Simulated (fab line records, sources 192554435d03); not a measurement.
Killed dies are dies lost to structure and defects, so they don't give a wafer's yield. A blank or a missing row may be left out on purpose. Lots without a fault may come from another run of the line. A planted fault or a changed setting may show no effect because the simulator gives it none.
Which tool did it? | flow n5_finfet | 9 lots, 27 wafers sampled, at 5 steps of a route of 1938

WHAT THE GAUGES READ, wafer by wafer
N5_WELL_APT_OVL_MEAS_09.
lot  | measured    | on         | NWELL_OVL (nm)
L554 | day 1 19:43 | overlay-01 | 10 1 -1
L555 | day 2 01:35 | overlay-02 | 12 12 8
L561 | day 3 13:39 | overlay-01 | -1 1 0
L564 | day 4 07:53 | overlay-01 | -4 -3 0
L565 | day 4 13:44 | overlay-01 | 12 5 10
L566 | day 4 19:38 | overlay-01 | 6 11 3
L573 | day 6 13:43 | overlay-02 | -1 -7 -3
L575 | day 7 01:58 | overlay-01 | -3 -1 -4
L576 | day 7 07:43 | overlay-01 | 3 2 0

N5_BEOL_M4_RC_MEAS_101.
lot  | measured     | on        | DIBL_N (mV/V)  | DIBL_P (mV/V)  | IOFF_N (nA/um)    | IOFF_P (nA/um) | ION_N (uA/um) | ION_P (uA/um) | RS_NWELL (ohm/sq) | SS_N (mV/dec)  | SS_P (mV/dec)  | VT_N (mV)         | VT_P (mV)
L554 | day 7 23:18  | prober-01 | 35.0 37.3 36.1 | 35.9 38.7 37.2 | 0.143 0.184 0.163 | 0.21 0.26 0.23 | 657 680 663   | 457 468 460   | 1042 1040 1042    | 71.2 71.9 72.0 | 73.6 74.2 73.8 | 253.3 247.2 250.5 | -248 -245 -249
L555 | day 8 14:34  | prober-02 | 36.8 37.5 38.1 | 36.5 36.5 37.9 | 0.161 0.173 0.186 | 0.26 0.25 0.29 | 684 680 689   | 479 475 482   | 1046 1033 1047    | 71.6 72.0 71.9 | 73.5 73.7 73.7 | 249.2 247.9 245.9 | -243 -248 -244
L561 | day 9 21:07  | prober-01 | 36.0 35.8 36.5 | 37.5 37.3 37.8 | 0.176 0.174 0.187 | 0.25 0.25 0.27 | 676 672 679   | 468 469 469   | 890 889 888       | 71.8 71.7 73.1 | 74.1 74.3 73.4 | 248.6 246.6 249.4 | -244 -248 -246
L564 | day 11 06:55 | prober-02 | 37.1 36.3 36.3 | 38.5 37.9 36.7 | 0.184 0.174 0.162 | 0.22 0.21 0.20 | 680 664 667   | 458 456 450   | 895 892 888       | 71.3 72.3 72.1 | 74.1 73.2 73.7 | 245.7 247.0 249.6 | -253 -251 -253
L565 | day 11 05:37 | prober-02 | 37.6 35.4 36.4 | 38.3 34.8 36.9 | 0.190 0.134 0.165 | 0.26 0.19 0.23 | 675 655 686   | 466 447 467   | 894 892 893       | 71.9 70.7 71.2 | 73.5 72.7 73.6 | 247.7 255.9 248.5 | -248 -253 -251
L566 | day 11 10:47 | prober-02 | 37.1 38.6 38.2 | 35.0 37.5 36.8 | 0.147 0.184 0.174 | 0.18 0.22 0.20 | 663 675 683   | 447 455 454   | 1042 1031 1034    | 71.5 71.8 71.9 | 73.0 74.8 73.5 | 250.5 249.4 248.8 | -255 -252 -253
L573 | day 12 18:17 | prober-02 | 37.8 35.1 34.4 | 39.6 36.1 35.9 | 0.191 0.142 0.128 | 0.22 0.17 0.17 | 679 671 656   | 457 448 454   | 1049 1043 1041    | 71.9 71.0 70.8 | 74.2 73.7 73.8 | 247.5 251.1 255.7 | -252 -258 -254
L575 | day 13 21:52 | prober-02 | 37.4 35.0 37.4 | 36.8 33.4 36.2 | 0.154 0.117 0.156 | 0.21 0.16 0.20 | 669 668 664   | 464 456 455   | 1041 1039 1037    | 71.8 71.4 71.9 | 73.0 72.8 73.4 | 251.2 254.7 252.8 | -249 -253 -249
L576 | day 13 15:49 | prober-02 | 37.3 38.3 37.7 | 36.0 37.0 35.6 | 0.184 0.213 0.183 | 0.25 0.29 0.25 | 675 673 673   | 464 460 462   | 1032 1035 1040    | 71.8 71.7 72.7 | 73.7 74.9 74.1 | 246.7 245.4 249.9 | -246 -246 -247

WHICH TOOL RAN EACH LOT (tool, then ch and the chambers of the sampled wafers, then the start)
lot  | N5_WELL_APT_IMPLANT_14         | N5_WELL_APT_DESCUM_30             | N5_PMOS_HMC_CHANNEL_EPI_ETCH_38
L554 | implanter-01 ch 0, day 1 20:04 | rie_diel-04 ch 0,3, day 1 21:20   | rie_si-01 ch 1,2, day 2 00:14
L555 | implanter-02 ch 0, day 2 01:46 | rie_diel-05 ch 0,1, day 2 02:46   | rie_si-04 ch 0,1, day 2 05:36
L561 | implanter-02 ch 0, day 3 13:48 | rie_diel-03 ch 0,1,3, day 3 14:57 | rie_si-04 ch 2,3, day 3 17:34
L564 | implanter-02 ch 0, day 4 08:10 | rie_diel-05 ch 1,2,3, day 4 09:10 | rie_si-01 ch 1,2,3, day 4 11:56
L565 | implanter-02 ch 0, day 4 13:59 | rie_diel-04 ch 1,2, day 4 15:16   | rie_si-04 ch 0,1, day 4 17:59
L566 | implanter-01 ch 0, day 4 19:49 | rie_diel-04 ch 1,2,3, day 4 20:48 | rie_si-03 ch 1,2,3, day 4 23:25
L573 | implanter-01 ch 0, day 6 13:55 | rie_diel-04 ch 0,2, day 6 15:02   | rie_si-04 ch 1,2,3, day 6 17:41
L575 | implanter-02 ch 0, day 7 02:07 | rie_diel-05 ch 0,2,3, day 7 03:16 | rie_si-04 ch 0,2,3, day 7 06:11
L576 | implanter-01 ch 0, day 7 07:54 | rie_diel-04 ch 0,1,3, day 7 09:02 | rie_si-03 ch 1,3, day 7 11:35
- N5_WELL_APT_IMPLANT_14
- N5_WELL_APT_DESCUM_30: chemistry O2, time 7.9 s.
- N5_PMOS_HMC_CHANNEL_EPI_ETCH_38: etches SiO2 in CF4, target depth 1.5 nm.

WHAT THE TOOLS THEMSELVES READ (means of the sampled wafers that have a number; where no wafer has one, the mark that the record gives instead)
N5_WELL_APT_IMPLANT_14.
lot  | tool         | beam_on_s (s) | dose_ions_cm2 | end_station_pressure_torr (Torr) | faraday_current_uA
L554 | implanter-01 | 9.84          | 1.5010e+13    | 5.39e-06                         | 193
L555 | implanter-02 | 10.00         | 1.5012e+13    | 5.36e-06                         | 191
L561 | implanter-02 | 9.84          | 1.9804e+13    | 5.15e-06                         | 255
L564 | implanter-02 | 10.01         | 1.9794e+13    | 5.15e-06                         | 250
L565 | implanter-02 | 10.08         | 1.9796e+13    | 5.43e-06                         | 249
L566 | implanter-01 | 9.93          | 1.5005e+13    | 5.00e-06                         | 192
L573 | implanter-01 | 9.86          | 1.5005e+13    | 5.02e-06                         | 193
L575 | implanter-02 | 9.91          | 1.4988e+13    | 5.14e-06                         | 191
L576 | implanter-01 | 10.26         | 1.4996e+13    | 5.14e-06                         | 185

N5_WELL_APT_DESCUM_30.
lot  | tool        | drypump_motor_current_A (A) | oes_product_au (a.u.) | rf_vpp_V (V) | showerhead_plenum_p_Torr (Torr) | throttle_valve_pct (%)
L554 | rie_diel-04 | 5.7                         | 0.71                  | 244.7        | 2.11                            | 20.55
L555 | rie_diel-05 | 6.1                         | 0.85                  | 242.4        | 2.06                            | 20.28
L561 | rie_diel-03 | 6.2                         | 0.81                  | 243.0        | 2.10                            | 20.57
L564 | rie_diel-05 | 6.2                         | 0.77                  | 243.7        | 2.09                            | 20.55
L565 | rie_diel-04 | 5.8                         | 0.72                  | 242.8        | 2.08                            | 20.36
L566 | rie_diel-04 | 5.9                         | 0.70                  | 241.7        | 2.05                            | 20.51
L573 | rie_diel-04 | 5.4                         | 0.67                  | 243.2        | 2.08                            | 20.35
L575 | rie_diel-05 | 6.2                         | 0.80                  | 242.9        | 2.07                            | 20.33
L576 | rie_diel-04 | 5.9                         | 0.68                  | 243.1        | 2.07                            | 20.60

N5_PMOS_HMC_CHANNEL_EPI_ETCH_38.
lot  | tool      | drypump_motor_current_A (A) | oes_product_au (a.u.) | throttle_valve_pct (%)
L554 | rie_si-01 | 5.4                         | 0.983                 | 21.89
L555 | rie_si-04 | 6.1                         | 1.028                 | 21.58
L561 | rie_si-04 | 5.5                         | 0.982                 | 21.90
L564 | rie_si-01 | 5.5                         | 0.989                 | 21.72
L565 | rie_si-04 | 6.1                         | 1.027                 | 21.58
L566 | rie_si-03 | 5.9                         | 0.997                 | 21.85
L573 | rie_si-04 | 5.4                         | 0.993                 | 21.97
L575 | rie_si-04 | 5.7                         | 0.991                 | 21.74
L576 | rie_si-03 | 5.7                         | 0.997                 | 21.86

THE ANSWER, worked out from the rows above alone
Rule: what is usual is taken from the lots themselves. Put in order of their means at a reading, lots are off if they are a third of the lots or fewer, leave a main group of 4 or more, and stand apart from it by a gap of 3 or more times the standard deviation of the main group's means; of several such gaps the widest counts. A main group whose means are all the same, to the digits that the tables above print for the reading, isn't used. A lot without any number at a reading at which 4 lots or more have one is off too. The other lots that the step has rows for count as sound. The gauges are gone through in route order, then the tools' own readings, and for those a lot's mean is taken as printed above. The first step at which some lot is off is used, and at that step the reading that is off furthest; a lot without a number counts as furthest.
Off: L561, L564, L565, at N5_BEOL_M4_RC_MEAS_101 (RS_NWELL). The main group: mean 1040 ohm/sq, standard deviation 3.2.
A tool fits if, at a process step before that reading, it ran every lot that is off, and no sound lot after the first of them. The gauges at N5_BEOL_M4_RC_MEAS_101 aren't tried: what is off there is off at N5_WELL_APT_IMPLANT_14 too, on other tools, and a gauge's error can't cause that. None of those tried fits.

WHAT THE SIMULATOR HAD PUT IN
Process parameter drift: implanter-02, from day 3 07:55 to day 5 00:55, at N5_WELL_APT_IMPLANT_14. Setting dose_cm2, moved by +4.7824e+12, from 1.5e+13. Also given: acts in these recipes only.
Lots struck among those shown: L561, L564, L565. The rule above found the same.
